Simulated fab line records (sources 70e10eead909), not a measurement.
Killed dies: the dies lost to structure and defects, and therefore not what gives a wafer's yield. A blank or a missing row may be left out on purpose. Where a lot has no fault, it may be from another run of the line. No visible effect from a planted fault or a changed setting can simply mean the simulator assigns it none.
fab line records    flow nandHarc
record lots=11  wafers=33  lastDay=24
route steps=1159 shown P_GATE@167 END@1159
lots untouched by any fault: they come from a run of this same line in which no faults occurred
startH: hours from the record's opening day to when the first of the lot's shown wafers began    waitH: how many hours have passed since the lot's step before this one    " repeats the value in the row above    L1.1+2: a row that stands for several wafers    - no value, or no start was given    * or withheld: withheld    < > ~ a bound
route shown NAME@n: NAME is a module with steps in the file, n the number in the route of the first one    usual: mean and standard deviation over wafers with no fault    same: alike in all rows    chamber/n: place in a boat    sites: the reading at each site    _std_site: how widely they spread, as a standard deviation    _edge_site: the outer-site mean with the inner-site mean subtracted    radiusMm: for every site, how far away it sits from the centre of the wafer    mask NAME#n: copy n    behind: the most recent tool/chamber to have shaped the wafer    hold: what put the lot on hold/how long, in hours/how the hold closed    device: transistor that didn't switch, given as n, p or np    end of line: the same wafers' tests at the end of the route    step lacking rows: just its recipe    killed: not the wafer's yield, but the dies lost to structure and defects at the first sort    map: a wafer's dies, marking killed ones x, the rest . and places with no die _
set.NAME: the setting that was run; set.NAME@STEP: the one run at that earlier step    model.NAME: the simulator's own value behind a step, which no gauge read
a sample of lots followed through the steps of the route, with each step as a table and each wafer as a row
services: when a tool's chamber went out of use (startH, in hours from the record's first day, below 0 if earlier), for how many hours, and the reason
## steps
# step NHARC_P_GATE_EXPOSE_43
# recipe na=0.6  targetCdNm=720  doseMj=14.81  maskId=P_NSD
# usual focusOffsetNm=0.1/0.51  stageVelMmS=499.95/0.24
lot.wafer  tool           chamber  startH  waitH  mask        focusOffsetNm  stageVelMmS
L994.1     krfScanner-02  0        119.69  -      P_NSD_R1#0  -0.3           500.16
L994.5     "              0        "       "      P_NSD_R1#0  -0.6           500.11
L994.6     "              0        "       "      P_NSD_R1#0  0.4            499.77
L104.1     krfScanner-02  0        180.16  -      P_NSD#0     0.2            499.98
L104.5     "              0        "       "      P_NSD#0     0.5            500.15
L104.6     "              0        "       "      P_NSD#0     0.7            499.85
L105.1     krfScanner-03  0        181.02  -      P_NSD#0     0.7            500.01
L105.3     "              0        "       "      P_NSD#0     0.1            499.88
L105.5     "              0        "       "      P_NSD#0     0.3            500.32
L106.3     krfScanner-02  0        186.52  -      P_NSD#0     -0.4           500.00
L106.5     "              0        "       "      P_NSD#0     -0.5           499.82
L106.6     "              0        "       "      P_NSD#0     -0.1           499.95
L107.1     krfScanner-04  0        192.28  -      P_NSD#0     0.6            499.64
L107.3     "              0        "       "      P_NSD#0     0.7            499.77
L107.6     "              0        "       "      P_NSD#0     0.4            499.69
L108.1     krfScanner-04  0        200.06  -      P_NSD#0     -0.3           499.99
L108.2     "              0        "       "      P_NSD#0     -0.4           500.16
L108.6     "              0        "       "      P_NSD#0     -0.4           499.79
L109.1     krfScanner-04  0        205.55  -      P_NSD#0     -0.4           500.20
L109.3     "              0        "       "      P_NSD#0     -1.1           500.23
L109.4     "              0        "       "      P_NSD#0     -0.7           499.81
L111.4     krfScanner-03  0        210.33  -      P_NSD#0     0.1            499.98
L111.5     "              0        "       "      P_NSD#0     1.1            499.75
L111.6     "              0        "       "      P_NSD#0     0.5            499.44
L110.2     krfScanner-03  0        211.47  -      P_NSD#0     0.1            500.00
L110.4     "              0        "       "      P_NSD#0     0.2            500.14
L110.5     "              0        "       "      P_NSD#0     0.2            500.22
L113.1     krfScanner-02  0        227.82  -      P_NSD#0     -0.2           499.40
L113.2     "              0        "       "      P_NSD#0     -0.4           499.85
L113.4     "              0        "       "      P_NSD#0     -1.0           499.59
L115.1     krfScanner-03  0        234.95  -      P_NSD#0     -0.4           499.91
L115.5     "              0        "       "      P_NSD#0     0.5            499.76
L115.6     "              0        "       "      P_NSD#0     0.3            500.16
# step NHARC_P_GATE_CD_MEAS_46
# recipe targetCdNm=720  landingEnergyEv=500
# usual cdNm=720.5/1.9
lot.wafer  tool      chamber  startH  waitH  cdNm
L994.1     cdSem-01  0        119.85  -      655.0
L994.5     "         0        "       "      654.9
L994.6     "         0        "       "      654.3
L104.1     cdSem-01  0        180.31  -      719.6
L104.5     "         0        "       "      718.9
L104.6     "         0        "       "      723.7
L105.1     cdSem-01  0        181.18  -      719.9
L105.3     "         0        "       "      720.9
L105.5     "         0        "       "      721.1
L106.3     cdSem-02  0        186.67  -      722.1
L106.5     "         0        "       "      722.0
L106.6     "         0        "       "      722.5
L107.1     cdSem-02  0        192.43  -      718.3
L107.3     "         0        "       "      719.9
L107.6     "         0        "       "      718.4
L108.1     cdSem-01  0        200.22  -      720.7
L108.2     "         0        "       "      720.9
L108.6     "         0        "       "      721.8
L109.1     cdSem-02  0        205.70  -      722.4
L109.3     "         0        "       "      722.4
L109.4     "         0        "       "      719.6
L111.4     cdSem-02  0        210.48  -      719.5
L111.5     "         0        "       "      720.2
L111.6     "         0        "       "      717.9
L110.2     cdSem-01  0        211.62  -      718.7
L110.4     "         0        "       "      719.7
L110.5     "         0        "       "      717.4
L113.1     cdSem-03  0        227.97  -      724.8
L113.2     "         0        "       "      722.3
L113.4     "         0        "       "      721.9
L115.1     cdSem-02  0        235.11  -      722.2
L115.5     "         0        "       "      721.0
L115.6     "         0        "       "      721.4
# step NHARC_P_GATE_STRIP_75
# recipe powerW=1500  tempC=250  chemistry=O2
# usual drypumpMotorCurrentA=5.67/0.22  heaterPowerW=325/42  tempC=250.03/0.16
lot.wafer  tool            chamber  startH  waitH  drypumpMotorCurrentA  heaterPowerW  rfHoursCounterH  tempC
L994.1     plasmaAsher-02  0        120.68  0.3    5.93                  242           34               250.01
L994.5     "               0        "       "      5.93                  243           -                249.98
L994.6     "               1        "       "      5.92                  332           -                250.25
L104.1     plasmaAsher-01  0        181.19  0.2    5.70                  377           23               250.09
L104.5     "               1        "       "      5.36                  327           -                250.06
L104.6     "               0        "       "      5.73                  365           -                250.14
L105.1     plasmaAsher-01  0        182.03  0.2    5.66                  371           24               250.18
L105.3     "               1        "       "      5.37                  324           -                250.10
L105.5     "               0        "       "      5.68                  368           -                250.13
L106.3     plasmaAsher-01  0        188.06  0.1    5.65                  370           -                250.31
L106.6     "               1        "       "      5.37                  319           -                250.12
L106.5     "               0        "       "      5.64                  372           -                250.08
L107.1     plasmaAsher-02  0        193.27  0.3    5.93                  255           1                249.93
L107.3     "               1        "       "      5.87                  326           -                250.17
L107.6     "               0        "       "      5.92                  256           -                249.91
L108.2     plasmaAsher-02  0        201.05  0.3    5.93                  254           4                250.28
L108.1     "               1        "       "      5.90                  326           4                250.27
L108.6     "               1        "       "      5.87                  323           -                250.10
L109.1     plasmaAsher-01  1        206.56  0.2    5.35                  327           37               249.87
L109.3     "               0        "       "      5.72                  371           -                250.09
L109.4     "               1        "       "      5.38                  322           -                249.97
L111.4     plasmaAsher-01  1        211.34  0.2    5.40                  321           -                250.06
L111.5     "               1        "       "      5.35                  332           -                249.94
L111.6     "               0        "       "      5.67                  381           -                249.95
L110.2     plasmaAsher-01  1        212.52  0.2    5.36                  322           40               249.83
L110.4     "               0        "       "      5.70                  369           -                250.37
L110.5     "               1        "       "      5.31                  328           -                249.81
L113.2     plasmaAsher-01  0        228.80  0.2    5.69                  374           44               250.03
L113.1     "               1        "       "      5.41                  315           44               249.93
L113.4     "               0        "       "      5.71                  358           -                249.98
L115.1     plasmaAsher-01  0        236.15  0.3    5.65                  362           47               250.22
L115.5     "               0        "       "      5.65                  360           -                250.37
L115.6     "               1        "       "      5.38                  314           -                249.93
# step NHARC_P_GATE_DESCUM_61
# recipe timeS=3  o2FlowSccm=200  arFlowSccm=0  biasPowerW=0  chemistry=O2
# usual drypumpMotorCurrentA=5.7/0.36  oesProductAu=0.999/0.012  rfVppV=57.9/0.89  showerheadPlenumPTorr=1.97/0.056  throttleValvePct=11.311/0.0098
lot.wafer  tool        chamber  startH  waitH  drypumpMotorCurrentA  oesProductAu  rfHoursCounterH  rfVppV  showerheadPlenumPTorr  throttleValvePct
L994.1     rieDiel-08  1        121.82  -      5.7                   1.001         59               57.6    2.04                   11.308
L994.6     "           2        "       "      5.5                   0.983         -                57.1    2.03                   11.300
L994.5     "           3        "       "      6.2                   1.006         -                58.8    2.01                   11.325
L104.1     rieDiel-08  0        182.27  -      5.2                   1.030         17               58.1    1.89                   11.334
L104.6     "           0        "       "      5.2                   1.023         -                56.8    1.89                   11.313
L104.5     "           2        "       "      5.5                   1.010         -                59.5    2.03                   11.307
L105.3     rieDiel-04  2        183.10  -      6.2                   0.996         28               58.1    1.94                   11.326
L105.1     "           3        "       "      5.8                   1.000         22               57.8    1.91                   11.312
L105.5     "           2        "       "      6.2                   0.999         -                58.6    1.94                   11.318
L106.3     rieDiel-08  3        189.15  -      6.2                   0.995         18               57.3    2.00                   11.314
L106.6     "           1        "       "      5.7                   1.007         -                58.7    2.04                   11.296
L106.5     "           2        "       "      5.5                   0.991         -                57.6    2.03                   11.292
L107.3     rieDiel-02  2        194.42  -      6.2                   0.982         6                56.7    1.88                   11.322
L107.1     "           0        "       "      5.5                   1.001         6                57.0    1.92                   11.313
L107.6     "           1        "       "      5.5                   0.996         -                56.9    2.01                   11.304
L108.1     rieDiel-02  0        202.03  -      5.5                   0.992         7                58.6    1.92                   11.313
L108.2     "           1        "       "      5.5                   1.015         8                58.6    2.01                   11.301
L108.6     "           0        "       "      5.5                   0.982         -                56.3    1.92                   11.326
L109.1     rieDiel-04  2        207.53  -      6.2                   0.998         35               57.7    1.93                   11.310
L109.4     "           3        "       "      5.8                   1.014         30               57.0    1.91                   11.324
L109.3     "           0        "       "      5.5                   1.001         31               57.6    1.95                   11.301
L111.4     rieDiel-08  1        212.40  -      5.7                   1.010         25               56.9    2.03                   11.309
L111.5     "           1        "       "      5.7                   0.998         -                57.8    2.03                   11.307
L111.6     "           2        "       "      5.5                   0.981         -                58.2    2.02                   11.309
L110.4     rieDiel-08  0        213.50  -      5.2                   1.016         28               59.1    1.89                   11.306
L110.2     "           1        "       "      5.7                   0.991         25               58.7    2.03                   11.321
L110.5     "           2        "       "      5.5                   0.989         -                58.5    2.02                   11.304
L113.2     rieDiel-08  2        229.90  -      5.5                   0.993         36               58.1    2.02                   11.323
L113.4     "           3        "       "      6.2                   0.997         34               58.8    1.99                   11.313
L113.1     "           0        "       "      5.2                   1.020         34               58.8    1.89                   11.300
L115.1     rieDiel-02  3        237.26  -      5.1                   0.996         12               57.7    1.97                   11.314
L115.6     "           1        "       "      5.5                   1.006         -                59.0    2.00                   11.300
L115.5     "           2        "       "      6.1                   0.996         -                58.1    1.87                   11.311
# step NHARC_P_GATE_STRIP_112
# recipe powerW=1500  tempC=110  timeS=200  chemistry=N2/H2
# usual drypumpMotorCurrentA=5.71/0.22  heaterPowerW=85/12  tempC=110.00/0.13
lot.wafer  tool            chamber  startH  waitH  drypumpMotorCurrentA  heaterPowerW  rfHoursCounterH  tempC
L994.1     plasmaAsher-02  1        122.19  0.2    5.89                  90            35               109.96
L994.5     "               1        "       "      5.89                  90            -                109.98
L994.6     "               0        "       "      5.94                  62            -                109.95
L104.1     plasmaAsher-01  1        182.67  0.2    5.40                  86            24               110.15
L104.6     "               1        "       "      5.38                  88            -                110.15
L104.5     "               0        "       "      5.70                  99            -                110.11
L105.1     plasmaAsher-01  0        183.51  0.2    5.67                  99            25               109.79
L105.3     "               1        "       "      5.37                  86            -                110.13
L105.5     "               0        "       "      5.63                  99            -                109.88
L106.3     plasmaAsher-01  0        189.58  0.2    5.71                  98            -                110.14
L106.5     "               0        "       "      5.71                  100           -                110.30
L106.6     "               1        "       "      5.39                  86            -                110.14
L107.1     plasmaAsher-02  1        194.83  0.2    5.90                  90            1                110.09
L107.3     "               0        "       "      5.94                  67            -                109.88
L107.6     "               0        "       "      5.92                  68            -                109.84
L108.1     plasmaAsher-01  0        202.39  0.2    5.69                  100           35               109.81
L108.2     "               1        "       "      5.38                  84            35               109.91
L108.6     "               1        "       "      5.40                  86            -                110.07
L109.1     plasmaAsher-01  1        207.90  0.2    5.43                  86            38               110.20
L109.3     "               1        "       "      5.40                  85            -                109.94
L109.4     "               0        "       "      5.67                  98            -                110.02
L111.4     plasmaAsher-01  0        212.86  0.2    5.70                  99            -                110.00
L111.5     "               0        "       "      5.66                  96            -                110.03
L111.6     "               1        "       "      5.38                  82            -                109.78
L110.2     plasmaAsher-01  1        213.84  0.2    5.37                  84            40               109.94
L110.4     "               0        "       "      5.68                  100           -                110.15
L110.5     "               1        "       "      5.39                  89            -                109.83
L113.2     plasmaAsher-02  1        230.26  0.2    5.87                  88            14               109.91
L113.1     "               0        "       "      5.96                  70            14               109.84
L113.4     "               0        "       "      5.94                  70            -                109.83
L115.1     plasmaAsher-02  0        237.65  0.2    5.96                  67            16               109.91
L115.6     "               0        "       "      5.95                  69            -                109.98
L115.5     "               1        "       "      5.89                  90            -                109.93
# step NHARC_END_SORT_01
# recipe tempC=25
# usual killedAtArray=28/8.6  killedAtOther=0.7/1.2  killedAtPeriphery=3.1/2.3  killedDies=32/8.7  killedOpen=3.2/1.7  killedShort=2.0/1.5
# same grossDies=677
lot.wafer  tool       chamber  startH  waitH  killedAtArray  killedAtOther  killedAtPeriphery  killedDies  killedOpen  killedShort
L994.1     prober-01  0        444.34  2.5    27             5              3                  35          4           3
L994.5     prober-01  0        447.51  3.7    26             1              7                  34          4           1
L994.6     prober-01  0        448.30  4.0    16             6              5                  27          3           0
# killed by level:class
L994.1 A_SLIT:chamberFilmFlake=9 A_SGD_CUT:chamberFilmFlake=5 THIN_TSV:chamberFilmFlake=5 A_STAIRCASE:chamberFilmFlake=4 A_WL_FILL:geometricParticle:short=2 P_M0:geometricParticle:open=1 A_ONON_D1:geometricParticle:open=1 A_CHANNEL_FILL_D1:geometricParticle:short=1
L994.5 A_SLIT:chamberFilmFlake=7 A_SGD_CUT:chamberFilmFlake=5 A_STAIRCASE:chamberFilmFlake=4 P_GATE:areaExpose=4 A_CHANNEL_HOLE_D1:chamberFilmFlake=3 P_GATE:chamberFilmFlake=2 A_CONTACT:chamberFilmFlake=2 A_ONON_D1:geometricParticle:short=1
L994.6 A_SLIT:chamberFilmFlake=6 THIN_TSV:chamberFilmFlake=6 A_SGD_CUT:chamberFilmFlake=4 P_GATE:chamberFilmFlake=3 A_CONTACT:geometricParticle:open=2 A_CONTACT:chamberFilmFlake=2 P_M0:geometricParticle:open=1 A_CHANNEL_HOLE_D1:chamberFilmFlake=1
## services
tool            chamber  startH  hours  kind
plasmaAsher-01  -        99.33   9.0    pm
plasmaAsher-01  0        99.33   9.0    ventCycle
plasmaAsher-01  1        99.33   9.0    ventCycle
plasmaAsher-01  0        108.33  -      clean
plasmaAsher-01  1        108.33  -      clean
rieDiel-04      -        111.92  9.0    pm
rieDiel-08      -        124.82  9.0    pm
krfScanner-04   -        126.00  4.0    pm
rieDiel-08      1        137.29  2.1    repair
rieDiel-02      -        140.44  1.9    repair
krfScanner-02   -        148.92  0.8    repair
rieDiel-02      -        150.83  9.0    pm
krfScanner-03   -        168.00  4.0    pm
rieDiel-04      3        173.13  4.1    repair
rieDiel-08      1        174.15  12.8   repair
plasmaAsher-02  -        183.04  9.0    pm
plasmaAsher-02  0        183.04  9.0    ventCycle
plasmaAsher-02  1        183.04  9.0    ventCycle
rieDiel-04      2        185.68  6.1    repair
plasmaAsher-02  0        192.04  -      clean
plasmaAsher-02  1        192.04  -      clean
krfScanner-02   -        203.03  1.1    repair
krfScanner-02   -        210.00  4.0    pm
krfScanner-02   -        214.07  8.1    repair
## key
firstSign step=NHARC_P_GATE_EXPOSE_43  reading=mask  direction=changed
effect step=NHARC_P_GATE_CD_MEAS_46  reading=cdNm  direction=down  sigmas=34  usual=720.5  struck=654.7
metAt NHARC_P_GATE_EXPOSE_43
struckLots L994
testerLeftOut L994
notActingAt NHARC_P_GATE_STRIP_75,NHARC_P_GATE_DESCUM_61,NHARC_P_GATE_STRIP_112
fault kind=wrongMask  tool=any  chamber=-  onsetH=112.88  steps=NHARC_P_GATE_EXPOSE_43  auxCopy=P_NSD_R1#0  cdOffsetNm=-63.828  scope=struckLotsOnly
# testerLeftOut: of these lots the tester's yield and bins aren't shown, on N5 and GAA mostly nor the transistor test; their killed dies are dies lost to structure and defects alone, not to doping, threshold or leakage, so they don't give the yield
